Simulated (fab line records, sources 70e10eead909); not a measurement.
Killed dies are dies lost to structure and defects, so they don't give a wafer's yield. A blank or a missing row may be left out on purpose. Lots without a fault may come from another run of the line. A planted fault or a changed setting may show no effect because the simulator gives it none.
A struck lot beside a sound one | flow nand_harc | 14 steps out of a route of 1302
Sound: wafers L890.3, L890.5, L890.6. Struck: wafer L888.3. (L888.1, L888.6 of the same lot were not struck and are left out.) The cause comes at the end.
At each step with rows: each side's tool, then ch and its chambers, then its first start. Under that, the readings that differ: sound wafers | struck wafers | difference of the means | sigmas: that difference in standard deviations of wafers without a fault.
alike: readings whose means differ by less than 2 such deviations, and words and numbers that are the same on both sides. not compared: withheld readings, readings that some wafer has no value for, bounds like >300 that may hide the same value, and numbers for which the record gives no deviation and whose values overlap.
The two part at a step that has a row with sigmas, a row that says differs or no value, or rows on one side only. Numbers that don't overlap but have no deviation are shown without sigmas and don't part them. A reading that every wafer of one side lacks parts them only if that side has two wafers or more.

NHARC_A_M1_INSPECT_27:
  sound on defect_inspect-02, day 31 11:29; struck on defect_inspect-01, day 30 10:07
  alike: raw_defect_count
NHARC_A_M1_PRE_CLEAN_32: time 12 s.
  sound on pecvd-02 ch 0,1, day 31 11:34; struck on pecvd-02 ch 0, day 30 10:11
  alike: heater_power_w, susceptor_temp_C
  not compared: since_wet_clean_h
NHARC_A_M1_DEP_33: deposits SiCN, target thk 30 nm.
  sound on pecvd-02 ch 0,1, day 31 11:40; struck on pecvd-02 ch 0, day 30 10:16
  reading              | sound                | struck | difference | sigmas
  susceptor_temp_C (C) | 369.93 369.56 370.02 | 370.38 | +0.54      | +2
  alike: heater_power_w
  not compared: since_wet_clean_h
NHARC_A_BONDPAD_DEP_00: deposits SiCN, target thk 250 nm.
  sound on pecvd-04 ch 0,1,2, day 31 12:16; struck on pecvd-03 ch 2, day 30 10:49
  alike: heater_power_w, susceptor_temp_C
  not compared: since_wet_clean_h
NHARC_A_BONDPAD_CMP_29: polishes SiCN, target thk 200 nm.
  sound on cmp-03 ch 1,2, day 31 12:35; struck on cmp-03 ch 2, day 30 11:13
  alike: motor_current_A
NHARC_A_BONDPAD_THK_MEAS_30: measures by ellipsometry.
  sound on film_metro-01, day 31 12:50; struck on film_metro-02, day 30 11:28
  alike: thk_nm
then, 5 steps without rows for these wafers: NHARC_A_BONDPAD_SRD_31; NHARC_A_BONDPAD_DEHYDRATE_01 (time 120 s); NHARC_A_BONDPAD_HMDS_02 (time 30 s); NHARC_A_BONDPAD_COAT_33 (time 65 s); NHARC_A_BONDPAD_COAT_03 (resist thk 600 nm).
NHARC_A_BONDPAD_SOFTBAKE_04: time 70 s.
  sound on litho_track-07 ch 0, day 31 12:00; struck on litho_track-03 ch 0, day 30 11:00
  reading                  | sound             | struck | difference | sigmas
  heater_power_total_W (W) | 201.9 199.5 199.8 | 212.3  | +11.9      | +10
then, 1 step without rows for these wafers: NHARC_A_BONDPAD_EBR_05.
NHARC_END_SORT_01:
  the record has rows for the struck wafers here (prober-01 ch 0, day 31 20:24) and none for the sound ones

WHERE THEY PART
First at NHARC_A_M1_DEP_33; last, within this record, at NHARC_END_SORT_01.

WHY: what the simulator had put in
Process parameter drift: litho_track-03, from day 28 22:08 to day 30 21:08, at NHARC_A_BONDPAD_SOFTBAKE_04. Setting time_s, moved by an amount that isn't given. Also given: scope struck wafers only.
